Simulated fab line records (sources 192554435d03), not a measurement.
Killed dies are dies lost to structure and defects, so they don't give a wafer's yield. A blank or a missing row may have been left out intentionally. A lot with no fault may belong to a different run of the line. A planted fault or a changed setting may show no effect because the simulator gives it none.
Which tool did it?    flow n5_finfet    12 lots, 36 wafers sampled, at 1 step of a route of 1938

== WHAT EACH GAUGE READ, for each wafer ==
N5_BEOL_M8_RS_MEAS_57: the measuring method here is four-point-probe.
lot   measured      on             M8_RS (ohm/sq)
L074  day 10 02:23  film_metro-01  0.271 0.268 0.271
L077  day 10 15:08  film_metro-02  0.271 0.270 0.267
L078  day 11 13:47  film_metro-01  0.288 0.284 0.279
L082  day 11 17:46  film_metro-02  0.288 0.284 0.298
L083  day 12 04:37  film_metro-02  0.292 0.295 0.303
L085  day 12 05:30  film_metro-02  0.281 0.305 0.288
L087  day 13 00:28  film_metro-01  0.284 0.289 0.287
L089  day 13 15:51  film_metro-01  0.301 0.285 0.297
L091  day 14 00:24  film_metro-02  0.294 0.286 0.289
L095  day 14 22:25  film_metro-01  0.291 0.262 0.278
L094  day 15 08:42  film_metro-02  0.264 0.281 0.273
L097  day 15 19:58  film_metro-01  0.288 0.288 0.279

== WHAT TOOL EACH LOT RAN ON (gives the tool, then ch and the chambers of the sampled wafers, and finally the start) ==
There is no process step in the record ahead of these readings.

== THE ANSWER, worked out from the rows above alone ==
Rule: what is usual is taken from the lots themselves. Put in order of their means at a reading, lots are off if they are a third of the lots or fewer, leave a main group of 4 or more, and stand apart from it by a gap of 3 or more times the standard deviation of the main group's means; of several such gaps the widest counts. A main group whose means are all the same, to the digits that the tables above print for the reading, isn't used. A lot without any number at a reading at which 4 lots or more have one is off too. Where the step has rows for the other lots, those lots are counted as sound.
No lot is off at any reading shown: from this, nothing can be told.

== WHAT THE SIMULATOR PUT IN ==
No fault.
